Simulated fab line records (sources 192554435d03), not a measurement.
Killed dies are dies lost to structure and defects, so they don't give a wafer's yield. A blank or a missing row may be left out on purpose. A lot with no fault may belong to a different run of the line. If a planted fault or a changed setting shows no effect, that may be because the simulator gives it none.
What tool caused it? + flow n5 finfet + 24 lots with 72 wafers sampled at 4 steps, on a route of 1938 steps

## WHAT THE GAUGES READ, wafer by wafer
N5_BEOL_M10_THK_MEAS_01. Usual: M10_ILD_THK typically reads 267 nm, with standard deviation 3.5.
| lot  | measured     | on            | M10_ILD_THK (nm) | flag |
|------|--------------|---------------|------------------|------|
| L074 | day 11 19:45 | film metro-02 | 261 265 267      |      |
| L076 | day 11 19:52 | film metro-02 | 263 265 273      |      |
| L075 | day 11 23:09 | film metro-02 | 261 264 267      |      |
| L077 | day 12 03:26 | film metro-01 | 263 267 274      |      |
| L078 | day 12 11:37 | film metro-01 | 261 269 270      |      |
| L079 | day 12 23:56 | film metro-01 | 267 267 271      |      |
| L081 | day 13 00:20 | film metro-01 | 263 266 264      |      |
| L080 | day 13 04:49 | film metro-02 | 267 269 275      |      |
| L082 | day 13 08:25 | film metro-01 | 268 267 268      |      |
| L085 | day 13 11:47 | film metro-02 | 266 270 269      |      |
| L083 | day 13 17:52 | film metro-02 | 268 262 275      |      |
| L084 | day 14 05:55 | film metro-01 | 266 268 269      |      |
| L087 | day 14 14:46 | film metro-02 | 267 268 271      |      |
| L086 | day 14 15:46 | film metro-01 | 266 270 269      |      |
| L089 | day 14 16:31 | film metro-01 | 265 264 269      |      |
| L088 | day 15 04:56 | film metro-02 | 269 266 270      |      |
| L090 | day 15 05:52 | film metro-02 | 263 269 264      |      |
| L091 | day 16 04:13 | film metro-01 | 264 266 265      |      |
| L092 | day 16 06:36 | film metro-01 | 263 264 273      |      |
| L093 | day 16 14:31 | film metro-01 | 265 267 268      |      |
| L094 | day 16 14:53 | film metro-01 | 266 265 269      |      |
| L095 | day 16 15:00 | film metro-02 | 269 267 272      |      |
| L096 | day 16 15:09 | film metro-01 | 258 263 266      |      |
| L097 | day 17 09:49 | film metro-02 | 268 269 273      |      |

N5_BEOL_M10_CD_MEAS_18: pitch 140 nm, target cd 70 nm. Usual: cd nm reads 69.9 nm (standard deviation 0.65).
| lot  | measured     | on        | cd nm (nm)     | flag |
|------|--------------|-----------|----------------|------|
| L074 | day 11 22:49 | cd sem-03 | 69.6 70.9 69.0 |      |
| L076 | day 11 23:44 | cd sem-03 | 70.2 70.4 70.2 |      |
| L075 | day 12 00:52 | cd sem-03 | 69.9 69.1 70.0 |      |
| L077 | day 12 09:10 | cd sem-02 | 69.7 70.1 69.8 |      |
| L078 | day 12 14:23 | cd sem-03 | 70.6 70.5 68.9 |      |
| L079 | day 13 02:02 | cd sem-02 | 68.9 69.7 69.1 |      |
| L081 | day 13 03:14 | cd sem-03 | 70.4 70.2 71.1 |      |
| L080 | day 13 07:04 | cd sem-03 | 70.4 70.6 70.0 |      |
| L082 | day 13 09:53 | cd sem-01 | 70.4 68.8 70.0 |      |
| L085 | day 13 15:12 | cd sem-02 | 69.9 70.9 70.7 |      |
| L083 | day 13 20:40 | cd sem-03 | 70.7 70.9 69.7 |      |
| L084 | day 14 10:21 | cd sem-02 | 70.5 71.3 69.1 |      |
| L087 | day 14 18:24 | cd sem-02 | 69.7 69.4 70.5 |      |
| L086 | day 14 18:45 | cd sem-02 | 70.0 70.1 70.3 |      |
| L089 | day 14 19:03 | cd sem-01 | 69.6 69.4 69.1 |      |
| L088 | day 15 07:35 | cd sem-03 | 69.2 69.6 70.3 |      |
| L090 | day 15 07:45 | cd sem-03 | 69.8 69.3 70.1 |      |
| L091 | day 16 08:22 | cd sem-02 | 69.3 69.2 69.2 |      |
| L092 | day 16 08:47 | cd sem-03 | 69.8 70.0 70.1 |      |
| L093 | day 16 18:56 | cd sem-03 | 71.4 70.1 70.8 |      |
| L094 | day 16 19:10 | cd sem-02 | 69.4 69.5 69.8 |      |
| L095 | day 16 19:16 | cd sem-02 | 69.8 68.9 68.9 |      |
| L096 | day 16 19:27 | cd sem-03 | 70.7 68.9 70.0 |      |
| L097 | day 17 11:21 | cd sem-03 | 69.3 71.2 70.0 |      |

## EACH LOT AND THE TOOL THAT RAN IT (in order: tool; ch and the chambers of the sampled wafers; start)
| lot  | N5_BEOL_M10_CURE_71           | N5_BEOL_M10_ETCH_62                |
|------|-------------------------------|------------------------------------|
| L074 | uv cure-01 ch 0, day 11 19:14 | rie diel-01 ch 1,2,3, day 11 22:26 |
| L076 | uv cure-03 ch 0, day 11 19:25 | rie diel-05 ch 0,1,2, day 11 23:14 |
| L075 | uv cure-03 ch 1, day 11 22:38 | rie diel-05 ch 0,3, day 12 00:25   |
| L077 | uv cure-02 ch 1, day 12 03:00 | rie diel-03 ch 2,3, day 12 08:13   |
| L078 | uv cure-02 ch 1, day 12 11:06 | rie diel-01 ch 0,2,3, day 12 13:41 |
| L079 | uv cure-02 ch 0, day 12 23:25 | rie diel-05 ch 0,1,3, day 13 01:34 |
| L081 | uv cure-01 ch 1, day 12 23:30 | rie diel-03 ch 0,1,2, day 13 02:44 |
| L080 | uv cure-02 ch 2, day 13 04:18 | rie diel-01 ch 0,1,2, day 13 06:38 |
| L082 | uv cure-01 ch 1, day 13 07:25 | rie diel-01 ch 1,2,3, day 13 09:31 |
| L085 | uv cure-03 ch 2, day 13 10:58 | rie diel-03 ch 0,3, day 13 14:50   |
| L083 | uv cure-02 ch 1, day 13 17:21 | rie diel-03 ch 1,2, day 13 20:07   |
| L084 | uv cure-02 ch 0, day 14 05:29 | rie diel-01 ch 1,2, day 14 09:47   |
| L087 | uv cure-03 ch 0, day 14 14:05 | rie diel-05 ch 0,1, day 14 18:02   |
| L086 | uv cure-02 ch 2, day 14 15:20 | rie diel-01 ch 2,3, day 14 18:17   |
| L089 | uv cure-03 ch 2, day 14 15:32 | rie diel-03 ch 1,2, day 14 18:41   |
| L088 | uv cure-02 ch 1, day 15 04:25 | rie diel-03 ch 0,1,2, day 15 07:09 |
| L090 | uv cure-02 ch 1, day 15 05:22 | rie diel-01 ch 1,2, day 15 07:20   |
| L091 | uv cure-03 ch 0, day 16 03:43 | rie diel-01 ch 1,2,3, day 16 07:59 |
| L092 | uv cure-02 ch 0, day 16 05:46 | rie diel-05 ch 0,2, day 16 08:25   |
| L093 | uv cure-01 ch 1, day 16 14:05 | rie diel-01 ch 1,2, day 16 18:31   |
| L094 | uv cure-02 ch 2, day 16 14:13 | rie diel-05 ch 2,3, day 16 18:41   |
| L095 | uv cure-01 ch 0, day 16 14:29 | rie diel-03 ch 1,2,3, day 16 18:53 |
| L096 | uv cure-03 ch 0, day 16 14:38 | rie diel-05 ch 1,2,3, day 16 19:03 |
| L097 | uv cure-01 ch 1, day 17 09:19 | rie diel-05 ch 0,2,3, day 17 10:56 |
- N5_BEOL_M10_CURE_71: cures SiCOH lowk, time 240 s.
- N5_BEOL_M10_ETCH_62: etches SOC in N2/H2, target depth 110 nm, overetch 22 nm, time 165 s.

## WHAT THE TOOLS THEMSELVES READ (means of the sampled wafers that have a number; where no wafer has one, the mark that the record gives instead)
N5_BEOL_M10_CURE_71. Usual: lamp power pct 52.32 %, standard deviation 0.056; wafer_temp_C_max 386.7, standard deviation 0.55.
| lot  | tool       | lamp power pct (%) | wafer_temp_C_max | flag |
|------|------------|--------------------|------------------|------|
| L074 | uv cure-01 | 52.36              | 386.2            |      |
| L076 | uv cure-03 | 52.27              | 386.5            |      |
| L075 | uv cure-03 | 52.32              | 385.8            |      |
| L077 | uv cure-02 | 52.31              | 386.3            |      |
| L078 | uv cure-02 | 52.28              | 386.4            |      |
| L079 | uv cure-02 | 52.30              | 386.7            |      |
| L081 | uv cure-01 | 52.32              | 387.5            |      |
| L080 | uv cure-02 | 52.29              | 386.4            |      |
| L082 | uv cure-01 | 52.31              | 387.5            |      |
| L085 | uv cure-03 | 52.30              | 387.3            |      |
| L083 | uv cure-02 | 52.33              | 386.4            |      |
| L084 | uv cure-02 | 52.32              | 386.3            |      |
| L087 | uv cure-03 | 52.35              | 386.4            |      |
| L086 | uv cure-02 | 52.35              | 386.3            |      |
| L089 | uv cure-03 | 52.32              | 387.3            |      |
| L088 | uv cure-02 | 52.34              | 386.4            |      |
| L090 | uv cure-02 | 52.29              | 386.3            |      |
| L091 | uv cure-03 | 52.30              | 386.6            |      |
| L092 | uv cure-02 | 52.30              | 386.6            |      |
| L093 | uv cure-01 | 52.35              | 387.0            |      |
| L094 | uv cure-02 | 52.29              | 386.5            |      |
| L095 | uv cure-01 | 52.34              | 386.8            |      |
| L096 | uv cure-03 | 52.35              | 386.6            |      |
| L097 | uv cure-01 | 52.36              | 387.4            |      |

N5_BEOL_M10_ETCH_62. Usual: drypump motor current A 5.7 A, standard deviation 0.42; oes product au 0.69 a.u., standard deviation 0.052; rf vpp V 524 V, standard deviation 3.4; showerhead plenum p Torr 2.56 Torr, standard deviation 0.12; throttle valve pct 17.79 %, standard deviation 0.26.
| lot  | tool        | drypump motor current A (A) | oes product au (a.u.) | rf vpp V (V) | showerhead plenum p Torr (Torr) | throttle valve pct (%) | flag |
|------|-------------|-----------------------------|-----------------------|--------------|---------------------------------|------------------------|------|
| L074 | rie diel-01 | 5.8                         | 0.72                  | 524          | 2.54                            | 17.70                  |      |
| L076 | rie diel-05 | 5.6                         | 0.69                  | 523          | 2.50                            | 17.91                  |      |
| L075 | rie diel-05 | 5.6                         | 0.69                  | 520          | 2.44                            | 18.10                  |      |
| L077 | rie diel-03 | 6.2                         | 0.67                  | 525          | 2.57                            | 17.61                  |      |
| L078 | rie diel-01 | 5.7                         | 0.71                  | 525          | 2.54                            | 17.71                  |      |
| L079 | rie diel-05 | 5.5                         | 0.71                  | 522          | 2.48                            | 17.95                  |      |
| L081 | rie diel-03 | 5.6                         | 0.74                  | 528          | 2.71                            | 17.79                  |      |
| L080 | rie diel-01 | 5.5                         | 0.71                  | 521          | 2.47                            | 17.70                  |      |
| L082 | rie diel-01 | 5.8                         | 0.71                  | 524          | 2.54                            | 17.73                  |      |
| L085 | rie diel-03 | 5.9                         | 0.68                  | 526          | 2.63                            | 17.56                  |      |
| L083 | rie diel-03 | 5.6                         | 0.72                  | 528          | 2.70                            | 17.95                  |      |
| L084 | rie diel-01 | 5.3                         | 0.71                  | 522          | 2.46                            | 17.55                  |      |
| L087 | rie diel-05 | 5.5                         | 0.65                  | 519          | 2.39                            | 18.15                  |      |
| L086 | rie diel-01 | 5.6                         | 0.70                  | 525          | 2.53                            | 17.56                  |      |
| L089 | rie diel-03 | 5.6                         | 0.73                  | 527          | 2.71                            | 17.88                  |      |
| L088 | rie diel-03 | 5.6                         | 0.72                  | 527          | 2.70                            | 17.82                  |      |
| L090 | rie diel-01 | 5.6                         | 0.69                  | 521          | 2.46                            | 17.76                  |      |
| L091 | rie diel-01 | 5.8                         | 0.68                  | 523          | 2.53                            | 17.78                  |      |
| L092 | rie diel-05 | 5.6                         | 0.65                  | 524          | 2.54                            | 17.93                  |      |
| L093 | rie diel-01 | 5.6                         | 0.68                  | 521          | 2.46                            | 17.79                  |      |
| L094 | rie diel-05 | 5.6                         | 0.68                  | 526          | 2.63                            | 17.77                  |      |
| L095 | rie diel-03 | 5.9                         | 0.73                  | 526          | 2.62                            | 17.69                  |      |
| L096 | rie diel-05 | 5.6                         | 0.69                  | 524          | 2.57                            | 17.81                  |      |
| L097 | rie diel-05 | 5.6                         | 0.66                  | 523          | 2.52                            | 17.98                  |      |

## THE ANSWER, worked out from the rows above alone
Rule: a lot is off if the mean of its wafers that have a number lies more than 3 standard deviations from the usual mean. A lot without any number at a reading at which 4 lots or more have one is off too. Where the step has rows for the other lots, those lots are counted as sound. First the gauges in route order, then the tools' own readings, where a lot's mean is used as printed above. The first step at which some lot is off is used, and at that step the reading that is off furthest; a lot without a number counts as furthest.
Across all readings shown, no lot is off: no conclusion can be drawn from this.

## WHAT THE SIMULATOR PUT IN
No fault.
